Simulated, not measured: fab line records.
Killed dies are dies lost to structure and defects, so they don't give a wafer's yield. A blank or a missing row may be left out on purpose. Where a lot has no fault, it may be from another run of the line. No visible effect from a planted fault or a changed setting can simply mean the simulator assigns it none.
Which tool did it? / flow nand_harc / 12 lots with 36 wafers sampled at 5 steps, on a route of 1302 steps

== WHAT EACH GAUGE READ, for each wafer ==
NHARC_END_SORT_01. Usual: value, then standard deviation, for each; defect_limited_yield 91 % / 3.1; killed_at_array 56 / 21; killed_at_other 1.2 / 1.6; killed_at_periphery 3.7 / 2.5; killed_dies 61 / 21; killed_open 3.1 / 1.8; killed_short 2.8 / 1.7.
lot=L165; measured=day 24 09:13; on=prober-01; defect_limited_yield (%)=87 88 89; killed_at_array=82 81 69; killed_at_other=2 0 0; killed_at_periphery=1 0 3; killed_dies=85 81 72; killed_open=2 0 5; killed_short=2 5 5; flag=
lot=L164; measured=day 24 08:28; on=prober-02; defect_limited_yield (%)=87 88 86; killed_at_array=79 77 88; killed_at_other=5 1 8; killed_at_periphery=2 1 2; killed_dies=86 79 98; killed_open=5 3 1; killed_short=1 0 2; flag=
lot=L163; measured=day 24 23:42; on=prober-02; defect_limited_yield (%)=92 94 93; killed_at_array=52 39 47; killed_at_other=2 1 0; killed_at_periphery=1 2 1; killed_dies=55 42 48; killed_open=2 2 4; killed_short=6 2 2; flag=
lot=L167; measured=day 26 00:51; on=prober-01; defect_limited_yield (%)=88 91 90; killed_at_array=82 57 66; killed_at_other=1 2 4; killed_at_periphery=1 2 1; killed_dies=84 61 71; killed_open=5 2 1; killed_short=1 3 2; flag=
lot=L169; measured=day 26 02:19; on=prober-02; defect_limited_yield (%)=89 90 88; killed_at_array=74 67 76; killed_at_other=0 1 3; killed_at_periphery=3 0 5; killed_dies=77 68 84; killed_open=4 1 5; killed_short=2 1 3; flag=
lot=L172; measured=day 28 06:11; on=prober-01; defect_limited_yield (%)=87 90 87; killed_at_array=75 65 88; killed_at_other=4 0 1; killed_at_periphery=6 2 1; killed_dies=85 67 90; killed_open=2 2 1; killed_short=3 2 3; flag=
lot=L173; measured=day 28 14:04; on=prober-01; defect_limited_yield (%)=94 96 94; killed_at_array=40 23 37; killed_at_other=2 1 1; killed_at_periphery=2 2 1; killed_dies=44 26 39; killed_open=3 3 7; killed_short=2 1 4; flag=
lot=L174; measured=day 29 01:17; on=prober-02; defect_limited_yield (%)=91 93 90; killed_at_array=47 47 63; killed_at_other=3 0 0; killed_at_periphery=8 2 5; killed_dies=58 49 68; killed_open=5 0 2; killed_short=4 2 3; flag=
lot=L176; measured=day 29 19:11; on=prober-02; defect_limited_yield (%)=96 96 93; killed_at_array=20 23 48; killed_at_other=0 0 0; killed_at_periphery=4 1 1; killed_dies=24 24 49; killed_open=6 2 7; killed_short=2 3 2; flag=
lot=L184; measured=day 33 05:14; on=prober-02; defect_limited_yield (%)=90 91 93; killed_at_array=64 58 46; killed_at_other=0 2 2; killed_at_periphery=3 0 2; killed_dies=67 60 50; killed_open=6 4 1; killed_short=3 5 0; flag=
lot=L185; measured=day 33 12:59; on=prober-02; defect_limited_yield (%)=94 93 93; killed_at_array=34 41 42; killed_at_other=0 3 1; killed_at_periphery=5 4 3; killed_dies=39 48 46; killed_open=2 5 1; killed_short=0 1 1; flag=
lot=L186; measured=day 34 13:49; on=prober-01; defect_limited_yield (%)=96 94 95; killed_at_array=19 26 20; killed_at_other=2 4 4; killed_at_periphery=3 8 7; killed_dies=24 38 31; killed_open=2 8 5; killed_short=3 0 3; flag=

== EACH LOT AND THE TOOL THAT RAN IT (in order: tool; ch and the chambers of the sampled wafers; start) ==
lot=L165; NHARC_A_BONDPAD_DESCUM_11=rie_diel-02 ch 0,1,2, day 23 00:36; NHARC_A_BONDPAD_ETCH_12=rie_diel-02 ch 1,2, day 23 00:49; NHARC_A_BONDPAD_PRE_CLEAN_26=pvd_sputter-01, day 23 02:26 or earlier; NHARC_A_BONDPAD_ANNEAL_28=rtp_anneal-01 ch 0, day 23 02:26
lot=L164; NHARC_A_BONDPAD_DESCUM_11=rie_diel-12 ch 1,3, day 23 01:41; NHARC_A_BONDPAD_ETCH_12=rie_diel-12 ch 1,2,3, day 23 01:53; NHARC_A_BONDPAD_PRE_CLEAN_26=pvd_sputter-01, day 23 03:30 or earlier; NHARC_A_BONDPAD_ANNEAL_28=rtp_anneal-01 ch 0, day 23 03:30
lot=L163; NHARC_A_BONDPAD_DESCUM_11=rie_diel-12 ch 0,1,2, day 23 14:04; NHARC_A_BONDPAD_ETCH_12=rie_diel-12 ch 1,2,3, day 23 14:15; NHARC_A_BONDPAD_PRE_CLEAN_26=pvd_sputter-02, day 23 15:50 or earlier; NHARC_A_BONDPAD_ANNEAL_28=rtp_anneal-01 ch 0, day 23 15:50
lot=L167; NHARC_A_BONDPAD_DESCUM_11=rie_diel-13 ch 0,1,2, day 24 20:20; NHARC_A_BONDPAD_ETCH_12=rie_diel-13 ch 0,1,2, day 24 20:31; NHARC_A_BONDPAD_PRE_CLEAN_26=pvd_sputter-02, day 24 22:01 or earlier; NHARC_A_BONDPAD_ANNEAL_28=rtp_anneal-02 ch 0, day 24 22:01
lot=L169; NHARC_A_BONDPAD_DESCUM_11=rie_diel-12 ch 0,1,3, day 24 22:05; NHARC_A_BONDPAD_ETCH_12=rie_diel-12 ch 1,3, day 24 22:16; NHARC_A_BONDPAD_PRE_CLEAN_26=pvd_sputter-02, day 24 23:53 or earlier; NHARC_A_BONDPAD_ANNEAL_28=rtp_anneal-01 ch 0, day 24 23:53
lot=L172; NHARC_A_BONDPAD_DESCUM_11=rie_diel-02 ch 0,2,3, day 26 23:00; NHARC_A_BONDPAD_ETCH_12=rie_diel-02 ch 1,2, day 26 23:10; NHARC_A_BONDPAD_PRE_CLEAN_26=pvd_sputter-03, day 27 00:47 or earlier; NHARC_A_BONDPAD_ANNEAL_28=rtp_anneal-02 ch 0, day 27 00:47
lot=L173; NHARC_A_BONDPAD_DESCUM_11=rie_diel-02 ch 0,2,3, day 27 01:38; NHARC_A_BONDPAD_ETCH_12=rie_diel-02 ch 1,2, day 27 01:49; NHARC_A_BONDPAD_PRE_CLEAN_26=pvd_sputter-03, day 27 03:27 or earlier; NHARC_A_BONDPAD_ANNEAL_28=rtp_anneal-02 ch 0, day 27 03:27
lot=L174; NHARC_A_BONDPAD_DESCUM_11=rie_diel-02 ch 2,3, day 27 16:25; NHARC_A_BONDPAD_ETCH_12=rie_diel-02 ch 0,1, day 27 16:35; NHARC_A_BONDPAD_PRE_CLEAN_26=pvd_sputter-03, day 27 18:17 or earlier; NHARC_A_BONDPAD_ANNEAL_28=rtp_anneal-01 ch 0, day 27 18:17
lot=L176; NHARC_A_BONDPAD_DESCUM_11=rie_diel-02 ch 0,1,2, day 28 14:46; NHARC_A_BONDPAD_ETCH_12=rie_diel-02 ch 0,2,3, day 28 14:56; NHARC_A_BONDPAD_PRE_CLEAN_26=pvd_sputter-02, day 28 16:33 or earlier; NHARC_A_BONDPAD_ANNEAL_28=rtp_anneal-02 ch 0, day 28 16:33
lot=L184; NHARC_A_BONDPAD_DESCUM_11=rie_diel-12 ch 0,2, day 31 16:58; NHARC_A_BONDPAD_ETCH_12=rie_diel-12 ch 0,1, day 31 17:08; NHARC_A_BONDPAD_PRE_CLEAN_26=pvd_sputter-03, day 31 18:41 or earlier; NHARC_A_BONDPAD_ANNEAL_28=rtp_anneal-02 ch 0, day 31 18:41
lot=L185; NHARC_A_BONDPAD_DESCUM_11=rie_diel-12 ch 1,2, day 31 18:20; NHARC_A_BONDPAD_ETCH_12=rie_diel-12 ch 0,2,3, day 31 18:31; NHARC_A_BONDPAD_PRE_CLEAN_26=pvd_sputter-02, day 31 20:04 or earlier; NHARC_A_BONDPAD_ANNEAL_28=rtp_anneal-01 ch 0, day 31 20:04
lot=L186; NHARC_A_BONDPAD_DESCUM_11=rie_diel-12 ch 0,1,3, day 32 23:18; NHARC_A_BONDPAD_ETCH_12=rie_diel-12 ch 0,1,2, day 32 23:29; NHARC_A_BONDPAD_PRE_CLEAN_26=pvd_sputter-02, day 33 01:04 or earlier; NHARC_A_BONDPAD_ANNEAL_28=rtp_anneal-02 ch 0, day 33 01:04
- NHARC_A_BONDPAD_DESCUM_11: chemistry O2, time 3 s.
- NHARC_A_BONDPAD_ETCH_12: etches the open film in CHF3/O2, target depth 220 nm, time 110 s.
- NHARC_A_BONDPAD_PRE_CLEAN_26: time 30 s.
- NHARC_A_BONDPAD_ANNEAL_28: time 90 s.

== WHAT THE TOOLS THEMSELVES READ (means of the sampled wafers that have a number; where no wafer has one, the mark that the record gives instead) ==
NHARC_A_BONDPAD_DESCUM_11. Usual: drypump_motor_current_A 6.05 A, standard deviation 0.23; oes_product_au 1.001 a.u., standard deviation 0.0076; rf_vpp_V 57.9 V, standard deviation 0.97; showerhead_plenum_p_Torr 1.93 Torr, standard deviation 0.1; throttle_valve_pct 11.311 %, standard deviation 0.0096.
lot=L165; tool=rie_diel-02; drypump_motor_current_A (A)=6.21; oes_product_au (a.u.)=1.010; rf_vpp_V (V)=57.5; showerhead_plenum_p_Torr (Torr)=2.04; throttle_valve_pct (%)=11.313; flag=
lot=L164; tool=rie_diel-12; drypump_motor_current_A (A)=5.97; oes_product_au (a.u.)=1.010; rf_vpp_V (V)=58.9; showerhead_plenum_p_Torr (Torr)=1.90; throttle_valve_pct (%)=11.308; flag=
lot=L163; tool=rie_diel-12; drypump_motor_current_A (A)=5.97; oes_product_au (a.u.)=0.991; rf_vpp_V (V)=57.8; showerhead_plenum_p_Torr (Torr)=1.95; throttle_valve_pct (%)=11.311; flag=
lot=L167; tool=rie_diel-13; drypump_motor_current_A (A)=6.37; oes_product_au (a.u.)=1.004; rf_vpp_V (V)=58.2; showerhead_plenum_p_Torr (Torr)=1.94; throttle_valve_pct (%)=11.304; flag=
lot=L169; tool=rie_diel-12; drypump_motor_current_A (A)=6.00; oes_product_au (a.u.)=1.001; rf_vpp_V (V)=58.1; showerhead_plenum_p_Torr (Torr)=1.89; throttle_valve_pct (%)=11.309; flag=
lot=L172; tool=rie_diel-02; drypump_motor_current_A (A)=6.08; oes_product_au (a.u.)=1.003; rf_vpp_V (V)=57.7; showerhead_plenum_p_Torr (Torr)=1.94; throttle_valve_pct (%)=11.311; flag=
lot=L173; tool=rie_diel-02; drypump_motor_current_A (A)=6.06; oes_product_au (a.u.)=1.008; rf_vpp_V (V)=58.1; showerhead_plenum_p_Torr (Torr)=1.94; throttle_valve_pct (%)=11.318; flag=
lot=L174; tool=rie_diel-02; drypump_motor_current_A (A)=6.12; oes_product_au (a.u.)=1.012; rf_vpp_V (V)=57.6; showerhead_plenum_p_Torr (Torr)=1.92; throttle_valve_pct (%)=11.317; flag=
lot=L176; tool=rie_diel-02; drypump_motor_current_A (A)=6.19; oes_product_au (a.u.)=0.998; rf_vpp_V (V)=58.8; showerhead_plenum_p_Torr (Torr)=2.03; throttle_valve_pct (%)=11.312; flag=
lot=L184; tool=rie_diel-12; drypump_motor_current_A (A)=5.90; oes_product_au (a.u.)=0.997; rf_vpp_V (V)=57.1; showerhead_plenum_p_Torr (Torr)=1.89; throttle_valve_pct (%)=11.309; flag=
lot=L185; tool=rie_diel-12; drypump_motor_current_A (A)=6.02; oes_product_au (a.u.)=1.000; rf_vpp_V (V)=57.6; showerhead_plenum_p_Torr (Torr)=2.00; throttle_valve_pct (%)=11.314; flag=
lot=L186; tool=rie_diel-12; drypump_motor_current_A (A)=6.02; oes_product_au (a.u.)=0.993; rf_vpp_V (V)=58.0; showerhead_plenum_p_Torr (Torr)=1.89; throttle_valve_pct (%)=11.305; flag=

NHARC_A_BONDPAD_ETCH_12. Usual: drypump_motor_current_A 6.06 A, standard deviation 0.23; oes_product_au 0.943 a.u., standard deviation 0.019; rf_vpp_V 371.1 V, standard deviation 2.8; run_length_s 131.2 s, standard deviation 0.4; showerhead_plenum_p_Torr 2.43 Torr, standard deviation 0.12; throttle_valve_pct 20.573 %, standard deviation 0.0089.
lot=L165; tool=rie_diel-02; drypump_motor_current_A (A)=6.27; oes_product_au (a.u.)=0.927; rf_vpp_V (V)=372.9; run_length_s (s)=131.5; showerhead_plenum_p_Torr (Torr)=2.53; throttle_valve_pct (%)=20.570; flag=
lot=L164; tool=rie_diel-12; drypump_motor_current_A (A)=5.94; oes_product_au (a.u.)=0.951; rf_vpp_V (V)=371.8; run_length_s (s)=131.0; showerhead_plenum_p_Torr (Torr)=2.46; throttle_valve_pct (%)=20.571; flag=
lot=L163; tool=rie_diel-12; drypump_motor_current_A (A)=5.96; oes_product_au (a.u.)=0.975; rf_vpp_V (V)=371.3; run_length_s (s)=131.0; showerhead_plenum_p_Torr (Torr)=2.46; throttle_valve_pct (%)=20.571; flag=
lot=L167; tool=rie_diel-13; drypump_motor_current_A (A)=6.37; oes_product_au (a.u.)=0.926; rf_vpp_V (V)=371.7; run_length_s (s)=131.3; showerhead_plenum_p_Torr (Torr)=2.44; throttle_valve_pct (%)=20.567; flag=
lot=L169; tool=rie_diel-12; drypump_motor_current_A (A)=5.99; oes_product_au (a.u.)=0.958; rf_vpp_V (V)=370.1; run_length_s (s)=131.1; showerhead_plenum_p_Torr (Torr)=2.39; throttle_valve_pct (%)=20.563; flag=
lot=L172; tool=rie_diel-02; drypump_motor_current_A (A)=6.14; oes_product_au (a.u.)=0.937; rf_vpp_V (V)=373.7; run_length_s (s)=131.9; showerhead_plenum_p_Torr (Torr)=2.54; throttle_valve_pct (%)=20.580; flag=
lot=L173; tool=rie_diel-02; drypump_motor_current_A (A)=6.25; oes_product_au (a.u.)=0.932; rf_vpp_V (V)=373.2; run_length_s (s)=131.5; showerhead_plenum_p_Torr (Torr)=2.52; throttle_valve_pct (%)=20.576; flag=
lot=L174; tool=rie_diel-02; drypump_motor_current_A (A)=6.10; oes_product_au (a.u.)=0.925; rf_vpp_V (V)=374.5; run_length_s (s)=129.4; showerhead_plenum_p_Torr (Torr)=2.57; throttle_valve_pct (%)=20.571; flag=OFF
lot=L176; tool=rie_diel-02; drypump_motor_current_A (A)=6.07; oes_product_au (a.u.)=0.930; rf_vpp_V (V)=371.0; run_length_s (s)=129.0; showerhead_plenum_p_Torr (Torr)=2.43; throttle_valve_pct (%)=20.574; flag=OFF
lot=L184; tool=rie_diel-12; drypump_motor_current_A (A)=6.04; oes_product_au (a.u.)=0.962; rf_vpp_V (V)=369.2; run_length_s (s)=131.1; showerhead_plenum_p_Torr (Torr)=2.36; throttle_valve_pct (%)=20.562; flag=
lot=L185; tool=rie_diel-12; drypump_motor_current_A (A)=5.87; oes_product_au (a.u.)=0.966; rf_vpp_V (V)=369.6; run_length_s (s)=131.2; showerhead_plenum_p_Torr (Torr)=2.38; throttle_valve_pct (%)=20.570; flag=
lot=L186; tool=rie_diel-12; drypump_motor_current_A (A)=5.97; oes_product_au (a.u.)=0.972; rf_vpp_V (V)=370.9; run_length_s (s)=131.2; showerhead_plenum_p_Torr (Torr)=2.44; throttle_valve_pct (%)=20.570; flag=

NHARC_A_BONDPAD_PRE_CLEAN_26. Usual: heater_power_w at 399 W, with a standard deviation of 40.
lot=L165; tool=pvd_sputter-01; heater_power_w (W)=374; flag=
lot=L164; tool=pvd_sputter-01; heater_power_w (W)=388; flag=
lot=L163; tool=pvd_sputter-02; heater_power_w (W)=397; flag=
lot=L167; tool=pvd_sputter-02; heater_power_w (W)=376; flag=
lot=L169; tool=pvd_sputter-02; heater_power_w (W)=373; flag=
lot=L172; tool=pvd_sputter-03; heater_power_w (W)=386; flag=
lot=L173; tool=pvd_sputter-03; heater_power_w (W)=390; flag=
lot=L174; tool=pvd_sputter-03; heater_power_w (W)=396; flag=
lot=L176; tool=pvd_sputter-02; heater_power_w (W)=383; flag=
lot=L184; tool=pvd_sputter-03; heater_power_w (W)=381; flag=
lot=L185; tool=pvd_sputter-02; heater_power_w (W)=410; flag=
lot=L186; tool=pvd_sputter-02; heater_power_w (W)=401; flag=

NHARC_A_BONDPAD_ANNEAL_28. Usual: wafer_temp_C_max at 226.2, with a standard deviation of 0.42.
lot=L165 tool=rtp_anneal-01 wafer_temp_C_max=225.9 flag=
lot=L164 tool=rtp_anneal-01 wafer_temp_C_max=225.8 flag=
lot=L163 tool=rtp_anneal-01 wafer_temp_C_max=226.0 flag=
lot=L167 tool=rtp_anneal-02 wafer_temp_C_max=226.2 flag=
lot=L169 tool=rtp_anneal-01 wafer_temp_C_max=225.7 flag=
lot=L172 tool=rtp_anneal-02 wafer_temp_C_max=226.7 flag=
lot=L173 tool=rtp_anneal-02 wafer_temp_C_max=226.2 flag=
lot=L174 tool=rtp_anneal-01 wafer_temp_C_max=225.8 flag=
lot=L176 tool=rtp_anneal-02 wafer_temp_C_max=226.4 flag=
lot=L184 tool=rtp_anneal-02 wafer_temp_C_max=226.2 flag=
lot=L185 tool=rtp_anneal-01 wafer_temp_C_max=226.1 flag=
lot=L186 tool=rtp_anneal-02 wafer_temp_C_max=226.8 flag=

== THE ANSWER, worked out from the rows above alone ==
Rule: take the mean of a lot's wafers that have a number; if it is more than 3 standard deviations from the usual mean, the lot is off. A lot without any number at a reading at which 4 lots or more have one is off too. All remaining lots with rows at the step are treated as sound. First the gauges in route order, then the tools' own readings, where a lot's mean is used as printed above. At the first step where some lot is off, the reading lying furthest off is the one used; lots without a number count as furthest.
Off: L174, L176, at NHARC_A_BONDPAD_ETCH_12 (run_length_s).
A tool fits if, at that step or a process step before it, it ran every lot that is off, and no sound lot after the first of them. One fits: rie_diel-02 at NHARC_A_BONDPAD_DESCUM_11 and NHARC_A_BONDPAD_ETCH_12. At NHARC_A_BONDPAD_DESCUM_11 its last sound lot is L173 (day 27 01:38), its first lot that is off L174 (day 27 16:25): a fault that began between those two fits.

== WHAT THE SIMULATOR HAD PUT IN ==
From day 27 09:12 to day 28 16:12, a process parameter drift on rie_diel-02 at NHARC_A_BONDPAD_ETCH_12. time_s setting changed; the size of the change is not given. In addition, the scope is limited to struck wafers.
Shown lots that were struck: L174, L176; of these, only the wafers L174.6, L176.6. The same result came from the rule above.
